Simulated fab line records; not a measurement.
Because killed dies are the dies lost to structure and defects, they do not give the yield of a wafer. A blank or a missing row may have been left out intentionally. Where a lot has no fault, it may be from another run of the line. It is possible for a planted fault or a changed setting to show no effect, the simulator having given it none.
A lot that was struck, set against a sound lot :: flow n5_finfet :: 36 steps out of a route of 1938
Sound: these wafers, L350.1, L350.2, L350.3. Struck: wafer L337.4. (L337.2 of the same lot was not struck and is left out.) The cause comes at the end.
Each step with rows lists, per side, the tool, then ch with its chambers, then its first start. Under that, the readings that differ: sound wafers :: struck wafers :: difference of the means :: sigmas: that difference in standard deviations of wafers without a fault.
alike: readings with means less than 2 such deviations apart, plus words and numbers identical on both sides. not compared: withheld readings, readings lacking a value on some wafer, bounds such as >300 that could conceal the same value, and numbers that have no deviation in the record and whose values overlap.
Wherever a step has rows on one side only, a row that says differs or no value, or a row with sigmas, the two part there. When numbers do not overlap yet have no deviation, they are printed without sigmas and do not part them. A reading that every wafer of one side lacks parts them only if that side has two wafers or more.

first, 9 steps without rows for these wafers: N5_BEOL_M12_PRE_CLEAN_42 (time 30 s); N5_BEOL_M12_SPUTTER_43 (material TaN, target thk 15 nm, time 24.19 s); N5_BEOL_M12_SPUTTER_44 (material Ta, target thk 10 nm, time 16.13 s); N5_BEOL_M12_SPUTTER_45 (material Cu, target thk 80 nm, time 13.33 s); N5_BEOL_M12_ECD_47 (material Cu, target thk 720 nm); N5_BEOL_M12_ANNEAL_48 (time 90 s); N5_BEOL_M12_CMP_49 (polishes, stops on SiOC, t overpolish 20.6 s, target thk 320 nm); N5_BEOL_M12_PRE_CLEAN_52 (time 15 s); N5_BEOL_M12_DEP_53 (deposits SiCN from 3MS/NH3, target thk 30 nm, time 10.5 s).
N5_BEOL_M13_ILD_DEP_00: deposits SiOC from DEMS/O2, target thk 837.92 nm, time 166.4 s.
  sound on pecvd-03 ch 0,1,2, day 17 02:48; struck on pecvd-01 ch 0, day 14 12:07
reading: model.SiOC_of_BEOL_M13_ILD_DEP_00.thk_nm (nm)
sound: 813.8 823 824.8
struck: 772.2
difference: -48.3
sigmas: 
  alike: heater_power_w, showerhead_plenum_p_Torr, throttle_valve_pct
N5_BEOL_M13_THK_MEAS_01:
  sound: film_metro-02 at day 17 02:57; struck: film_metro-01 at day 14 12:16
reading: M13_ILD_THK (nm)
sound: 814 824 825
struck: 772
difference: -49
sigmas: -4
then, 10 steps without rows for these wafers: N5_BEOL_M13_COAT_58 (time 60 s, resist thk 89 nm); N5_BEOL_M13_COAT_04 (resist thk 400 nm); N5_BEOL_M13_EBR_06; N5_BEOL_M13_SOFTBAKE_05 (time 60 s); N5_BEOL_M13_EXPOSE_07 (exposes mask V12); N5_BEOL_M13_PEB_08 (peb time 90 s); N5_BEOL_M13_DEVELOP_09 (develop time 45 s); N5_BEOL_M13_HARDBAKE_14 (time 120 s); N5_BEOL_M13_DESCUM_15 (chemistry O2, time 7.9 s); N5_BEOL_M13_ETCH_59 (etches BARC in N2/H2, target depth 89 nm, overetch 26.7 nm, time 67.9 s).
N5_BEOL_M13_VIA_ETCH_16: etches SiOC in C4F8/O2/Ar, target depth 921.7 nm.
  sound on rie_diel-03 ch 0,1,2, day 17 03:46; struck on rie_diel-03 ch 2, day 14 12:52
reading: model.etch.depth_nm (nm)
sound: 813.7 823.1 824.9
struck: 772.2
difference: -48.4
sigmas: 

reading: model.coat_of_BEOL_M13_COAT_04.thk_nm (nm)
sound: 79.6 75.2 77.6
struck: 89.4
difference: +11.9
sigmas: 
  alike: drypump_motor_current_A, oes_product_au, rf_vpp_V, showerhead_plenum_p_Torr, throttle_valve_pct
N5_BEOL_M13_STRIP_63: strips in N2/H2.
  sound on plasma_asher-01 ch 0,1, day 17 04:00; struck on plasma_asher-01 ch 1, day 14 13:06
reading: oes_product_au (a.u.)
sound: 0.675 0.674 0.673
struck: 0.685
difference: +0.011
sigmas: +2

reading: strip_time_to_endpoint_s (s)
sound: 30.5 29.2 29.9
struck: 33.3
difference: +3.4
sigmas: +3
  alike: drypump_motor_current_A, heater_power_w
  not compared: rf_hours_counter_h
then, 12 steps without rows for these wafers: N5_BEOL_M13_STRIP_64 (strips in N2/H2); N5_BEOL_M13_STRIP_71 (strips in post etch residue remover, time 60 s); N5_BEOL_M13_SRD_72 (time 30 s, dry time 30 s); N5_BEOL_M13_COAT_65 (time 60 s, resist thk 350 nm); N5_BEOL_M13_COAT_66 (time 60 s, resist thk 110 nm); N5_BEOL_M13_COAT_22 (resist thk 300 nm); N5_BEOL_M13_EBR_24; N5_BEOL_M13_SOFTBAKE_23 (time 60 s); N5_BEOL_M13_EXPOSE_25 (exposes mask M13, target cd 210 nm); N5_BEOL_M13_PEB_26 (peb time 90 s); N5_BEOL_M13_DEVELOP_27 (develop time 45 s); N5_BEOL_M13_HARDBAKE_32 (time 120 s).
N5_BEOL_M13_CMP_49: polishes, stops on SiOC, t overpolish 17.1 s, target thk 420 nm.
  sound on cmp-04 ch 0,1,2, day 17 09:12; struck on cmp-02 ch 1, day 14 16:13
reading: model.SiOC_of_BEOL_M13_ILD_DEP_00.thk_nm (nm)
sound: 757.8 763.4 767
struck: 714.8
difference: -47.9
sigmas: 
  alike: motor_current_A

## WHERE THEY PART
Last at N5_BEOL_M13_STRIP_63 as far as this record goes, first at N5_BEOL_M13_THK_MEAS_01. Later steps at which nothing parts them and some readings are alike: N5_BEOL_M13_CMP_49.

WHY: whatever the simulator had introduced
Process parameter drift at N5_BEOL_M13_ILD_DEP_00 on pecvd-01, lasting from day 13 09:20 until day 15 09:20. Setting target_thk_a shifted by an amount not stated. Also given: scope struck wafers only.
